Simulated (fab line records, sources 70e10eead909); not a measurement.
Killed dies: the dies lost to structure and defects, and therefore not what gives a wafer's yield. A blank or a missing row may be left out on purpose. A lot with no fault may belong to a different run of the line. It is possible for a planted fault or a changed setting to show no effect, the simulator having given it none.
Which tool is to blame? + flow nand_harc + 12 lots, 36 wafers sampled, at 6 steps of a route of 1302

## WHAT THE GAUGES SHOWED, per wafer
NHARC_A_CHANNEL_HOLE_D2_INSPECT_40.
| lot  | measured     | on                | raw_defect_count |
|------|--------------|-------------------|------------------|
| L843 | day 13 16:19 | defect_inspect-02 | 333 315 340      |
| L845 | day 14 16:20 | defect_inspect-01 | 241 246 286      |
| L846 | day 15 00:40 | defect_inspect-01 | 179 286 207      |
| L847 | day 15 09:16 | defect_inspect-02 | 258 313 373      |
| L849 | day 15 19:41 | defect_inspect-02 | 240 371 223      |
| L851 | day 16 19:53 | defect_inspect-02 | 314 279 340      |
| L852 | day 17 20:05 | defect_inspect-02 | 228 293 255      |
| L858 | day 20 04:44 | defect_inspect-02 | 736 245 644      |
| L861 | day 21 13:20 | defect_inspect-01 | 639 576 197      |
| L862 | day 21 14:14 | defect_inspect-01 | 430 402 328      |
| L864 | day 22 11:32 | defect_inspect-01 | 270 294 261      |
| L866 | day 22 19:35 | defect_inspect-01 | 309 263 291      |

NHARC_END_SORT_01.
| lot  | measured     | on        | killed_at_array | killed_at_other | killed_at_periphery | killed_dies | killed_open | killed_short |
|------|--------------|-----------|-----------------|-----------------|---------------------|-------------|-------------|--------------|
| L858 | day 30 20:21 | prober-01 | 105 34 98       | 0 0 1           | 2 1 2               | 107 35 101  | 1 3 2       | 1 1 7        |
| L861 | day 32 18:13 | prober-01 | 134 124 74      | 1 1 1           | 1 2 6               | 136 127 81  | 7 2 2       | 2 1 5        |

## WHAT TOOL EACH LOT RAN ON (gives the tool, then ch and the chambers of the sampled wafers, and finally the start)
| lot  | NHARC_A_CHANNEL_HOLE_D2_ETCH_25  | NHARC_A_CHANNEL_HOLE_D2_XSEM_32 | NHARC_A_CHANNEL_FILL_D2_ALD_03                 | NHARC_A_CHANNEL_FILL_D2_ALD_15                 |
|------|----------------------------------|---------------------------------|------------------------------------------------|------------------------------------------------|
| L843 | har_etch-02 ch 0,1, day 13 13:38 | xsem-02 ch 0, day 13 16:13      | ald_sin_batch-02 ch 0, no start                | ald_sin_batch-03 ch 0, no start                |
| L845 | har_etch-01 ch 0,1, day 14 13:59 | xsem-01 ch 0, day 14 16:14      | ald_sin_batch-01 ch 0, no start                | ald_sin_batch-01 ch 0, no start                |
| L846 | har_etch-01 ch 1, day 14 22:01   | xsem-02 ch 0, day 15 00:34      | ald_sin_batch-02 ch 0, no start                | ald_sin_batch-01 ch 0, no start                |
| L847 | har_etch-02 ch 0,1, day 15 06:28 | xsem-01 ch 0, day 15 09:10      | ald_sin_batch-03 ch 0, no start                | ald_sin_batch-03 ch 0, no start                |
| L849 | har_etch-02 ch 0,1, day 15 17:01 | xsem-01 ch 0, day 15 19:35      | ald_sin_batch-01 ch 0, no start                | ald_sin_batch-02 ch 0, no start                |
| L851 | har_etch-01 ch 0,1, day 16 17:12 | xsem-02 ch 0, day 16 19:47      | ald_sin_batch-01 ch 0, no start                | ald_sin_batch-01 ch 0, no start                |
| L852 | har_etch-01 ch 0,1, day 17 17:31 | xsem-02 ch 0, day 17 19:59      | ald_sin_batch-02 ch 0, no start                | ald_sin_batch-03 ch 0, no start                |
| L858 | har_etch-02 ch 0,1, day 20 02:13 | xsem-01 ch 0, day 20 04:38      | ald_sin_batch-01 ch 0, day 20 15:55 or earlier | ald_sin_batch-01 ch 0, day 20 15:55            |
| L861 | har_etch-02 ch 0,1, day 21 10:32 | xsem-01 ch 0, day 21 13:14      | ald_sin_batch-03 ch 0, day 32 18:13 or earlier | ald_sin_batch-01 ch 0, day 32 18:13 or earlier |
| L862 | har_etch-01 ch 0,1, day 21 11:25 | xsem-02 ch 0, day 21 14:08      | ald_sin_batch-03 ch 0, no start                | ald_sin_batch-01 ch 0, no start                |
| L864 | har_etch-01 ch 0,1, day 22 08:35 | xsem-01 ch 0, day 22 11:26      | ald_sin_batch-03 ch 0, no start                | ald_sin_batch-03 ch 0, no start                |
| L866 | har_etch-01 ch 0,1, day 22 16:45 | xsem-02 ch 0, day 22 19:29      | ald_sin_batch-02 ch 0, no start                | ald_sin_batch-03 ch 0, no start                |
- NHARC_A_CHANNEL_HOLE_D2_ETCH_25: etches the open film in C4F8/O2/Ar, time 1040.2 s, target depth 1500 nm.
- NHARC_A_CHANNEL_HOLE_D2_XSEM_32
- NHARC_A_CHANNEL_FILL_D2_ALD_03: deposits SiNx, target thk 6 nm, pulse time 60 s, ald cycles 58.
- NHARC_A_CHANNEL_FILL_D2_ALD_15: deposits SiNx, target thk 2 nm, pulse time 60 s, ald cycles 19.

## AS READ BY THE TOOLS THEMSELVES (means over the sampled wafers that have a number; for cases with no such wafer, the mark the record gives instead)
NHARC_A_CHANNEL_HOLE_D2_ETCH_25.
| lot  | tool        | drypump_motor_current_A (A) | he_backside_leak_sccm (sccm) | o2_flow_sccm (sccm) | showerhead_plenum_p_Torr (Torr) | throttle_valve_pct (%) |
|------|-------------|-----------------------------|------------------------------|---------------------|---------------------------------|------------------------|
| L843 | har_etch-02 | 5.90                        | 7.1                          | 31.19               | 3.50                            | 32.221                 |
| L845 | har_etch-01 | 5.72                        | 5.9                          | 31.19               | 3.67                            | 32.240                 |
| L846 | har_etch-01 | 5.68                        | 5.5                          | 31.18               | 3.66                            | 32.230                 |
| L847 | har_etch-02 | 5.92                        | 7.5                          | 31.22               | 3.49                            | 32.230                 |
| L849 | har_etch-02 | 5.92                        | 7.3                          | 31.27               | 3.48                            | 32.241                 |
| L851 | har_etch-01 | 5.76                        | 6.2                          | 31.29               | 3.66                            | 32.233                 |
| L852 | har_etch-01 | 5.75                        | 6.3                          | 31.09               | 3.65                            | 32.227                 |
| L858 | har_etch-02 | 5.92                        | 5.0                          | 31.25               | 3.91                            | 32.235                 |
| L861 | har_etch-02 | 5.94                        | 5.0                          | 31.26               | 3.90                            | 32.237                 |
| L862 | har_etch-01 | 5.73                        | 6.6                          | 31.18               | 3.62                            | 32.236                 |
| L864 | har_etch-01 | 5.73                        | 6.5                          | 31.27               | 3.61                            | 32.232                 |
| L866 | har_etch-01 | 5.71                        | 6.5                          | 31.23               | 3.61                            | 32.235                 |

NHARC_A_CHANNEL_HOLE_D2_XSEM_32.
| lot  | tool    | bot_cd_nm (nm) | bow_nm (nm) | tilt_deg (degrees) |
|------|---------|----------------|-------------|--------------------|
| L843 | xsem-02 | 75.9           | 8.45        | 0.12               |
| L845 | xsem-01 | 75.0           | 8.92        | 0.02               |
| L846 | xsem-02 | 74.4           | 8.89        | -0.02              |
| L847 | xsem-01 | 74.1           | 8.16        | 0.07               |
| L849 | xsem-01 | 76.8           | 8.88        | 0.11               |
| L851 | xsem-02 | 75.1           | 8.74        | 0.11               |
| L852 | xsem-02 | 76.6           | 9.10        | 0.05               |
| L858 | xsem-01 | 74.4           | 8.73        | 0.05               |
| L861 | xsem-01 | 75.3           | 8.65        | 0.12               |
| L862 | xsem-02 | 74.9           | 8.73        | 0.16               |
| L864 | xsem-01 | 73.9           | 8.54        | 0.04               |
| L866 | xsem-02 | 73.9           | 8.43        | 0.03               |

NHARC_A_CHANNEL_FILL_D2_ALD_03.
| lot  | tool             | precursor_pulse_height_rel |
|------|------------------|----------------------------|
| L843 | ald_sin_batch-02 | 0.984                      |
| L845 | ald_sin_batch-01 | 1.013                      |
| L846 | ald_sin_batch-02 | 0.991                      |
| L847 | ald_sin_batch-03 | 1.007                      |
| L849 | ald_sin_batch-01 | 1.001                      |
| L851 | ald_sin_batch-01 | 0.992                      |
| L852 | ald_sin_batch-02 | 1.002                      |
| L858 | ald_sin_batch-01 | 0.995                      |
| L861 | ald_sin_batch-03 | 0.993                      |
| L862 | ald_sin_batch-03 | 0.987                      |
| L864 | ald_sin_batch-03 | 1.004                      |
| L866 | ald_sin_batch-02 | 1.019                      |

NHARC_A_CHANNEL_FILL_D2_ALD_15.
| lot  | tool             | precursor_pulse_height_rel |
|------|------------------|----------------------------|
| L843 | ald_sin_batch-03 | 1.001                      |
| L845 | ald_sin_batch-01 | 1.001                      |
| L846 | ald_sin_batch-01 | 0.986                      |
| L847 | ald_sin_batch-03 | 1.020                      |
| L849 | ald_sin_batch-02 | 1.004                      |
| L851 | ald_sin_batch-01 | 1.013                      |
| L852 | ald_sin_batch-03 | 1.002                      |
| L858 | ald_sin_batch-01 | 1.028                      |
| L861 | ald_sin_batch-01 | 0.985                      |
| L862 | ald_sin_batch-01 | 1.005                      |
| L864 | ald_sin_batch-03 | 1.004                      |
| L866 | ald_sin_batch-03 | 1.013                      |

## THE ANSWER, worked out from the rows above alone
Rule: usual is defined by the lots themselves. Put in order of their means at a reading, lots are off if they are a third of the lots or fewer, leave a main group of 4 or more, and stand apart from it by a gap of 3 or more times the standard deviation of the main group's means; of several such gaps the widest counts. The tables above print the reading to a certain number of digits; a main group whose means all agree to those digits is not used. A lot without any number at a reading at which 4 lots or more have one is off too. All remaining lots with rows at the step are treated as sound. After the gauges, taken in route order, come the tools' own readings; for these a lot's mean is taken, as printed above. At the first step where some lot is off, the reading lying furthest off is the one used; lots without a number count as furthest.
Off at NHARC_A_CHANNEL_HOLE_D2_ETCH_25 (showerhead_plenum_p_Torr): L858, L861. The main group: mean 3.60 Torr, standard deviation 0.072.
A tool fits if, at that step or a process step before it, it ran every lot that is off, and no sound lot after the first of them. One fits: NHARC_A_CHANNEL_HOLE_D2_ETCH_25 on har_etch-02. Its last sound lot is L849 (day 15 17:01), its first lot that is off L858 (day 20 02:13): a fault that began between those two fits.

## WHAT WAS PUT IN BY THE SIMULATOR
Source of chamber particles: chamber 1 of har_etch-02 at NHARC_A_CHANNEL_HOLE_D2_ETCH_25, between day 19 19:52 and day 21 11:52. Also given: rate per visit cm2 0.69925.
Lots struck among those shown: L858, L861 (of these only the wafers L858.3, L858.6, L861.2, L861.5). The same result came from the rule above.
